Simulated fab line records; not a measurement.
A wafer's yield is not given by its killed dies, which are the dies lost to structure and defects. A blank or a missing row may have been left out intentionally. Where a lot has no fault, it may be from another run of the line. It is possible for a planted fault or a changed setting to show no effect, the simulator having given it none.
fab line records	flow n5-finfet
[record] lots = 7	wafers = 21	last-day = 17
route steps=1938 shown MOL_CONTACT_COAG@535 BEOL_M4@1111
lots that met no fault: from a run of the same line without faults
start-h: hours from the record's first day to the start of the lot's first wafer shown	wait-h: how many hours have passed since the lot's step before this one	" unchanged from the row above	L1.1+2: one row covering several wafers at once	- value missing, or start not given	* or withheld: withheld	< > ~ a bound
route shown NAME@n: NAME is a module with steps in the file, n the number in the route of the first one	usual: average and standard deviation across the fault-free wafers	same: alike in all rows	chamber/n: place in a boat	sites: the reading at each site	_std_site: the values' standard deviation	_edge_site: inner sites' mean taken away from outer sites' mean	radius-mm: how far each site lies from the wafer's centre	mask NAME#n: copy n	behind: tool/chamber where the wafer was last shaped	hold: why the lot went on hold/how many hours it stayed there/how the hold came to an end	device: the transistor (n, p or np) that didn't switch	end of line: at the end of the route, the tests of the same wafers	a step given without rows: its recipe and nothing more	killed: not the wafer's yield, but the dies lost to structure and defects at the first sort	map: dies across one wafer; x = killed, . = not, _ = none there
set.NAME: setting as actually run; set.NAME@STEP: the setting as run at that earlier step	model.NAME: the simulator's own value behind a step, which no gauge read
lots at selected steps of the route; one table per step, one row per wafer
services: the hour from which a tool's chamber was out of use, counted from the record's first day as start-h (under 0 if before that day), plus the number of hours and why
[[steps]]
[step N5_MOL_CONTACT_COAG_CONTACT_ETCH_14]
[recipe] chemistry = C4F6/O2	target = SiO2	target-depth-a = 275	overetch-a = 85	mask-material = SOC	pressure-mtorr = 30	source-w = 370	bias-w = 185	Ar_flow_sccm = 300	C4F6_flow_sccm = 16	O2_flow_sccm = 10	time-s = 20	ion-energy-ev = 259.6
[step N5_MOL_CONTACT_COAG_STRIP_109]
[recipe] chemistry = C4F6/O2	resist = SiARC	rf-frequency-hz = 6e+07
[step N5_MOL_CONTACT_COAG_ETCH_15]
[recipe] chemistry = CH3F/O2	target = SiNx	target-depth-a = 70	mask-material = SOC	stop-on = Si:P	over-etch-frac = 0.75	ion-energy-ev = 120	pressure-mtorr = 30	source-w = 395	bias-w = 73	Ar_flow_sccm = 150	CH3F_flow_sccm = 30	O2_flow_sccm = 20
[step N5_MOL_CONTACT_COAG_ETCH_110]
[recipe] chemistry = CF4/O2	target = Si	target-depth-a = 25	time-s = 8	pressure-mtorr = 100	source-w = 200	bias-w = 12	ion-energy-ev = 60	Ar_flow_sccm = 100	cf4-flow-sccm = 100	O2_flow_sccm = 10
[usual] chamber-pressure-mTorr = 99.99/0.091	drypump-motor-current-A = 5.7/0.33	oes-product-au = 0.79/0.079	rf-vpp-V = 128/4.7	showerhead-plenum-p-Torr = 2.24/0.053	throttle-valve-pct = 10.69/0.28
lot.wafer	tool	chamber	start-h	wait-h	chamber-pressure-mTorr	drypump-motor-current-A	oes-product-au	rf-hours-counter-h	rf-vpp-V	showerhead-plenum-p-Torr	throttle-valve-pct
L623.1	rie-diel-06	0	92.79	0.0	100.14	5.5	0.87	22	137	2.18	10.22
L623.5	"	1	"	"	100.00	5.9	0.71	-	126	2.30	11.10
L623.6	"	2	"	"	99.85	5.6	0.90	-	128	2.27	10.78
L626.1	rie-diel-04	1	107.14	0.0	99.98	5.4	0.72	189	134	2.22	10.78
L626.2	"	3	"	"	100.02	6.2	0.82	57	129	2.16	10.46
L626.5	"	0	"	"	100.05	6.2	0.93	-	133	2.27	10.27
L633.1	rie-diel-06	0	150.02	0.0	100.01	5.5	0.82	41	136	2.17	10.28
L633.2	"	1	"	"	100.01	5.9	0.69	239	125	2.29	11.13
L633.6	"	3	"	"	99.95	6.0	0.83	-	123	2.24	10.54
L641.1	rie-diel-04	3	195.25	0.0	99.98	6.2	0.79	86	128	2.15	10.52
L641.2	"	2	"	"	100.05	5.4	0.73	201	123	2.29	10.71
L641.6	"	1	"	"	100.08	5.4	0.68	-	132	2.21	10.88
L644.2	rie-diel-01	3	212.48	0.0	100.07	5.5	0.81	79	131	2.23	10.74
L644.3	"	1	"	"	100.17	5.5	0.72	208	132	2.29	11.12
L644.6	"	0	"	"	100.05	5.1	0.88	-	124	2.26	10.54
L645.4	rie-diel-06	3	220.53	0.0	100.06	6.0	0.81	-	122	2.23	10.61
L645.5	"	0	"	"	99.98	5.6	0.80	-	137	2.17	10.37
L645.6	"	2	"	"	100.18	5.6	0.83	-	127	2.25	10.92
L646.3	rie-diel-04	0	227.83	0.0	99.89	6.2	0.86	60	133	2.25	10.41
L646.4	"	3	"	"	100.02	6.1	0.78	96	127	2.15	10.56
L646.5	"	2	"	"	99.93	5.5	0.71	-	120	2.29	10.75
[step N5_MOL_CONTACT_COAG_STRIP_98]
[recipe] chemistry = N2/H2	power-w = 500	temp-c = 40	pressure-mtorr = 50	rf-frequency-hz = 6e+07	overash-fraction = 0.3	bias-power-w = 8	h2-frac = 0.5	n2-flow-sccm = 300	h2-flow-sccm = 300
[usual] chamber-pressure-mTorr = 50.01/0.085	drypump-motor-current-A = 5.7/0.33	h2-flow-sccm = 299.9/0.88	n2-flow-sccm = 300.2/0.92	oes-product-au = 0.79/0.078	rf-vpp-V = 54.3/1.4	showerhead-plenum-p-Torr = 3.38/0.09	throttle-valve-pct = 18.9/0.31
lot.wafer	tool	chamber	start-h	wait-h	chamber-pressure-mTorr	drypump-motor-current-A	h2-flow-sccm	n2-flow-sccm	oes-product-au	rf-hours-counter-h	rf-vpp-V	showerhead-plenum-p-Torr	throttle-valve-pct
L623.1	rie-diel-06	0	92.84	0.0	49.91	5.5	300.4	300.1	0.88	22	52.6	3.33	19.2
L623.5	"	1	"	"	49.97	6.0	300.0	301.6	0.68	-	54.6	3.45	18.9
L623.6	"	2	"	"	50.11	5.7	301.1	300.0	0.87	-	53.0	3.39	18.9
L626.1	rie-diel-04	1	107.19	0.0	49.91	5.4	300.9	301.2	0.71	189	54.6	3.33	18.4
L626.2	"	3	"	"	49.96	6.1	299.2	301.4	0.82	57	54.8	3.25	18.6
L626.5	"	0	"	"	49.93	6.2	298.8	300.1	0.93	-	55.3	3.44	19.0
L633.1	rie-diel-06	0	150.07	0.0	49.98	5.5	299.8	299.7	0.83	41	53.3	3.32	19.2
L633.2	"	1	"	"	50.14	5.9	300.7	300.5	0.69	239	54.7	3.44	18.8
L633.6	"	3	"	"	49.97	6.1	298.9	299.5	0.84	-	55.8	3.39	18.5
L641.1	rie-diel-04	3	195.30	0.0	50.07	6.2	298.2	298.7	0.80	86	53.0	3.24	18.7
L641.2	"	2	"	"	50.01	5.5	299.4	299.3	0.71	201	55.7	3.48	18.7
L641.6	"	1	"	"	50.14	5.4	300.6	299.8	0.69	-	52.5	3.31	18.4
L644.2	rie-diel-01	3	212.52	0.0	49.92	5.6	300.3	300.2	0.83	79	57.4	3.39	19.0
L644.3	"	1	"	"	49.84	5.6	298.3	301.7	0.74	208	53.3	3.48	19.6
L644.6	"	0	"	"	50.19	5.2	300.0	299.1	0.84	-	53.2	3.46	19.1
L645.4	rie-diel-06	3	220.58	0.0	50.02	6.1	300.2	300.0	0.80	-	55.7	3.37	18.5
L645.5	"	0	"	"	49.94	5.5	300.8	300.3	0.80	-	52.3	3.31	19.3
L645.6	"	2	"	"	50.01	5.6	300.0	300.0	0.80	-	52.9	3.36	19.0
L646.3	rie-diel-04	0	227.88	0.0	49.95	6.2	298.5	301.3	0.86	60	53.2	3.42	19.0
L646.4	"	3	"	"	49.94	6.1	298.3	300.1	0.77	96	55.6	3.23	18.7
L646.5	"	2	"	"	49.91	5.5	298.4	298.2	0.69	-	54.8	3.47	18.7
[step N5_MOL_CONTACT_COAG_CD_MEAS_99]
[recipe] target-cd-nm = 17.2	polarity = opening
[usual] cd-nm = 17.2/0.49
lot.wafer	tool	chamber	start-h	wait-h	cd-nm
L623.1	cd-sem-01	-	92.91	-	17.2
L623.5	"	-	"	"	17.2
L623.6	"	-	"	"	16.4
L626.1	cd-sem-01	-	107.26	-	16.6
L626.2	"	-	"	"	17.1
L626.5	"	-	"	"	17.0
L633.1	cd-sem-02	-	150.14	-	17.0
L633.2	"	-	"	"	17.0
L633.6	"	-	"	"	17.0
L641.1	cd-sem-03	-	195.37	-	17.2
L641.2	"	-	"	"	17.4
L641.6	"	-	"	"	16.4
L644.2	cd-sem-03	-	212.60	-	17.5
L644.3	"	-	"	"	17.0
L644.6	"	-	"	"	17.4
L645.4	cd-sem-03	-	220.63	-	17.4
L645.5	"	-	"	"	17.5
L645.6	"	-	"	"	16.9
L646.3	cd-sem-02	-	227.95	-	17.3
L646.4	"	-	"	"	17.7
L646.5	"	-	"	"	17.7
[step N5_MOL_CONTACT_COAG_IMPLANT_129]
[recipe] species = Ge	energy-kev = 3	dose-cm2 = 6e+14	tilt-deg = 0	rotation-deg = 0
[step N5_MOL_CONTACT_COAG_PRECLEAN_111]
[recipe] chemistry = NF3:NH3	afs-cycles = 1	temp-c = 30	time-s = 20	sublimation-temp-c = 180	sublimation-time-s = 60	pressure-torr = 3	rf-power-w = 30
[step N5_MOL_CONTACT_COAG_TI_SIL_19]
[recipe] material = Ti	target-thk-a = 42	temp-c = 200	chamber-pressure-pa = 5	power-w = 5000	time-s = 15
[usual] throttle-valve-pct = 29.8/1.3
lot.wafer	tool	chamber	start-h	wait-h	throttle-valve-pct
L623.1	pvd-sputter-03	-	93.68	0.5	30.3
L623.5	"	-	"	"	29.8
L623.6	"	-	"	"	30.0
L626.1	pvd-sputter-02	-	108.10	0.5	27.9
L626.2	"	-	"	"	29.2
L626.5	"	-	"	"	32.3
L633.1	pvd-sputter-02	-	150.96	0.2	29.1
L633.2	"	-	"	"	27.9
L633.6	"	-	"	"	30.5
L641.1	pvd-sputter-03	-	197.53	0.4	30.1
L641.2	"	-	"	"	30.4
L641.6	"	-	"	"	28.6
L644.2	pvd-sputter-03	-	213.26	0.2	30.1
L644.3	"	-	"	"	30.1
L644.6	"	-	"	"	28.5
L645.4	pvd-sputter-03	-	223.13	2.1	30.1
L645.5	"	-	"	"	30.0
L645.6	"	-	"	"	29.7
L646.3	pvd-sputter-01	-	229.72	0.2	29.1
L646.4	"	-	"	"	29.5
L646.5	"	-	"	"	29.2
[step N5_MOL_CONTACT_COAG_ALD_20]
[recipe] material = TiN	target-thk-a = 15	temp-c = 400	ald-precursor-family = TiCl4	ald-co-reactant = NH3	pulse-time-s = 1	purge-time-s = 3	co-reactant-purge-time-s = 2	co-reactant-pulse-time-s = 2	ald-cycles = 68	pressure-torr = 3
[step N5_MOL_CONTACT_COAG_SIL_ANNEAL_21]
[recipe] temp-c = 550	time-s = 60	ambient = N2
[usual] lamp-power-pct = 6.38/0.14	lamp_zone_2_pct = 6.38/0.14	lamp_zone_7_pct = 6.70/0.15	wafer_temp_C_max = 552.0/0.46
lot.wafer	tool	chamber	start-h	wait-h	lamp-power-pct	lamp_zone_2_pct	lamp_zone_7_pct	wafer_temp_C_max
L623.1	rtp-anneal-02	0	94.19	0.2	6.22	6.21	6.52	552.5
L623.5	"	0	"	"	6.21	6.22	6.53	551.9
L623.6	"	0	"	"	6.21	6.22	6.53	551.7
L626.1	rtp-anneal-02	0	108.60	0.2	6.20	6.21	6.52	551.6
L626.2	"	0	"	"	6.21	6.22	6.54	551.7
L626.5	"	0	"	"	6.21	6.21	6.53	551.4
L633.1	rtp-anneal-01	0	151.46	0.2	6.50	6.49	6.83	553.5
L633.2	"	0	"	"	6.49	6.50	6.82	552.0
L633.6	"	0	"	"	6.49	6.50	6.83	552.4
L641.1	rtp-anneal-02	0	198.04	0.2	6.21	6.21	6.53	552.4
L641.2	"	0	"	"	6.21	6.21	6.53	551.8
L641.6	"	0	"	"	6.22	6.22	6.53	551.8
L644.2	rtp-anneal-02	0	213.79	0.2	6.22	6.22	6.53	551.6
L644.3	"	0	"	"	6.21	6.22	6.53	551.6
L644.6	"	0	"	"	6.22	6.21	6.53	551.9
L645.4	rtp-anneal-02	0	223.71	0.3	6.21	6.22	6.53	551.5
L645.5	"	0	"	"	6.20	6.22	6.52	551.3
L645.6	"	0	"	"	6.21	6.21	6.53	552.3
L646.3	rtp-anneal-02	0	230.27	0.3	6.21	6.21	6.53	552.0
L646.4	"	0	"	"	6.21	6.21	6.53	551.9
L646.5	"	0	"	"	6.22	6.21	6.53	552.1
[step N5_MOL_CONTACT_COAG_PRE_CLEAN_141]
[recipe] gas = H2/He	time-s = 60	temp-c = 300
[step N5_MOL_CONTACT_COAG_SPUTTER_143]
[recipe] material = Co	target-thk-a = 25	temp-c = 25	chamber-pressure-pa = 0.2
[usual] throttle-valve-pct = 29.9/1.1
lot.wafer	tool	chamber	start-h	wait-h	throttle-valve-pct	model.Co_of_MOL_CONTACT_COAG_SPUTTER_143.thk-nm
L623.1	pvd-sputter-01	-	94.47	0.0	31.0	2.4
L623.5	"	-	"	"	28.8	2.4
L623.6	"	-	"	"	30.4	2.6
L626.1	pvd-sputter-02	-	109.78	0.0	28.1	2.6
L626.2	"	-	"	"	32.6	2.6
L626.5	"	-	"	"	30.6	2.6
L633.1	pvd-sputter-03	-	152.25	0.0	30.1	2.4
L633.2	"	-	"	"	28.3	2.4
L633.6	"	-	"	"	28.4	2.4
L641.1	pvd-sputter-03	-	198.41	0.0	28.4	2.4
L641.2	"	-	"	"	30.0	3.8
L641.6	"	-	"	"	28.5	3.6
L644.2	pvd-sputter-03	-	214.76	0.0	30.1	4
L644.3	"	-	"	"	28.4	2.6
L644.6	"	-	"	"	29.9	4.2
L645.4	pvd-sputter-03	-	224.31	0.0	29.9	2.6
L645.5	"	-	"	"	29.9	3.8
L645.6	"	-	"	"	30.2	3.8
L646.3	pvd-sputter-01	-	231.72	0.0	29.1	2.6
L646.4	"	-	"	"	29.4	2.8
L646.5	"	-	"	"	31.3	2.4
[step N5_MOL_CONTACT_COAG_CO_FILL_22]
[recipe] material = Co	target-thk-a = 200	temp-c = 200	precursor = CCTBA/H2	pressure-torr = 30
[usual] heater-power-w = 246/19
lot.wafer	tool	chamber	start-h	wait-h	heater-power-w	since-wet-clean-h
L623.1	cvd-co-01	2	94.59	0.1	259	395
L623.5	"	0	"	"	216	-
L623.6	"	1	"	"	273	-
L626.1	cvd-co-01	2	109.91	0.1	260	411
L626.2	"	1	"	"	275	1307
L626.5	"	0	"	"	221	-
L633.1	cvd-co-01	2	152.37	0.1	267	453
L633.2	"	0	"	"	217	913
L633.6	"	0	"	"	220	-
L641.1	cvd-co-01	1	198.53	0.1	257	62
L641.2	"	2	"	"	264	499
L641.6	"	1	"	"	257	-
L644.2	cvd-co-01	2	214.88	0.1	261	516
L644.3	"	1	"	"	250	78
L644.6	"	1	"	"	254	-
L645.4	cvd-co-02	2	224.72	0.4	245	-
L645.5	"	0	"	"	273	-
L645.6	"	1	"	"	234	-
L646.3	cvd-co-02	1	231.84	0.1	248	1211
L646.4	"	0	"	"	263	-
L646.5	"	1	"	"	247	-
[step N5_BEOL_M4_RC_MEAS_101]
[usual] DIBL_N = 36.0/2.2	DIBL_P = 35.9/2.6	IOFF_N = 0.16/0.038	IOFF_P = 0.21/0.042	ION_N = 675/15	ION_P = 463/10	SS_N = 71.5/0.62	SS_P = 73.2/0.76	VT_N = 250/4.1	VT_P = -251/3.6
lot.wafer	tool	chamber	start-h	wait-h	DIBL_N[mV/V]	DIBL_P[mV/V]	IOFF_N[nA/um]	IOFF_P[nA/um]	ION_N[uA/um]	ION_P[uA/um]	SS_N[mV/dec]	SS_P[mV/dec]	VT_N[mV]	VT_P[mV]
L623.1	prober-01	0	164.54	0.0	37.6	36.9	0.17	0.23	690	472	72.3	74.0	251	-250
L623.5	"	0	"	"	34.1	34.2	0.12	0.19	656	460	71.1	72.2	256	-249
L623.6	"	0	"	"	37.6	37.2	0.17	0.23	681	473	71.8	73.5	248	-248
L626.1	prober-02	0	194.10	0.0	33.9	33.8	0.12	0.14	668	453	71.6	72.6	255	-257
L626.2	"	0	"	"	33.6	33.6	0.12	0.15	665	455	71.1	73.0	252	-255
L626.5	"	0	"	"	33.2	33.9	0.11	0.14	657	457	71.0	72.8	254	-258
L633.1	prober-01	0	227.47	0.0	36.2	36.4	0.15	0.18	683	456	71.6	72.8	250	-254
L633.2	"	0	"	"	38.2	38.9	0.19	0.21	684	456	72.0	73.9	249	-251
L633.6	"	0	"	"	34.1	33.8	0.13	0.15	679	457	70.7	72.2	251	-256
L641.1	prober-02	0	263.94	0.0	40.0	38.5	0.21	0.25	702	479	71.8	74.4	244	-247
L641.2	"	0	"	"	38.6	37.2	0.17	0.24	674	459	71.6	74.8	248	-250
L641.6	"	0	"	"	43.0	40.1	0.27	0.29	700	469	73.5	74.7	243	-245
L644.2	prober-02	0	290.32	0.2	35.4	35.1	0.15	0.23	689	476	71.6	72.3	251	-248
L644.3	"	0	"	"	36.3	35.1	0.17	0.23	670	457	71.5	73.2	251	-247
L644.6	"	0	"	"	37.3	37.0	0.20	0.27	702	480	71.6	73.8	246	-244
L646.3	prober-02	0	306.66	0.3	34.1	34.9	0.15	0.21	684	474	71.1	73.1	247	-249
L646.4	"	0	"	"	32.8	30.7	0.12	0.16	666	459	71.3	71.2	251	-253
L646.5	"	0	"	"	36.8	37.0	0.20	0.25	690	472	71.9	73.3	244	-245
L645.4	prober-01	0	306.72	0.5	37.9	38.4	0.21	0.23	669	453	72.2	73.3	249	-252
L645.5	"	0	"	"	36.3	37.6	0.18	0.21	688	463	72.1	73.5	246	-251
L645.6	"	0	"	"	37.7	40.2	0.20	0.26	677	461	72.3	74.5	246	-250
[[services]]
tool	chamber	start-h	hours	kind
pvd-sputter-01	-	69.43	2.3	repair
pvd-sputter-03	-	73.07	4.6	repair
rie-diel-06	3	73.33	7.0	repair
rie-diel-04	0	102.22	2.3	repair
cvd-co-01	1	114.80	-	clean
cvd-co-01	1	114.80	22.0	scheduled-down
cvd-co-01	1	114.80	22.0	vent-cycle
cvd-co-02	-	138.59	6.9	pm
pvd-sputter-01	-	150.27	1.8	repair
cvd-co-02	-	150.64	1.2	repair
rie-diel-06	0	155.65	13.1	repair
rie-diel-01	1	173.91	5.0	repair
rie-diel-06	1	187.11	16.2	repair
cvd-co-02	-	198.93	0.9	repair
rie-diel-01	2	201.16	-	clean
rie-diel-01	2	201.16	-	consumable-replace:focus-ring
rie-diel-01	2	201.16	-	consumable-replace:showerhead
rie-diel-01	2	201.16	13.0	scheduled-down
rie-diel-01	2	201.16	13.0	vent-cycle
rie-diel-04	1	204.77	9.1	repair
[[key]]
first-sign none at tools or gauges
[model-effect] step = N5_MOL_CONTACT_COAG_SPUTTER_143	value = Co_of_MOL_CONTACT_COAG_SPUTTER_143.thk-nm	without = 2.433	struck = 3.867
met-at N5_MOL_CONTACT_COAG_SPUTTER_143
struck-wafers L641.2,L641.6,L644.2,L644.6,L645.5,L645.6
onset-between 152.25 198.41
[fault] kind = process-parameter-drift	tool = pvd-sputter-03	chamber = -	onset-h = 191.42	steps = N5_MOL_CONTACT_COAG_SPUTTER_143	channel = target-thk-a	offset = *	shape = step	end-h = 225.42	scope = struck-wafers-only	acts-in = *	stated = *
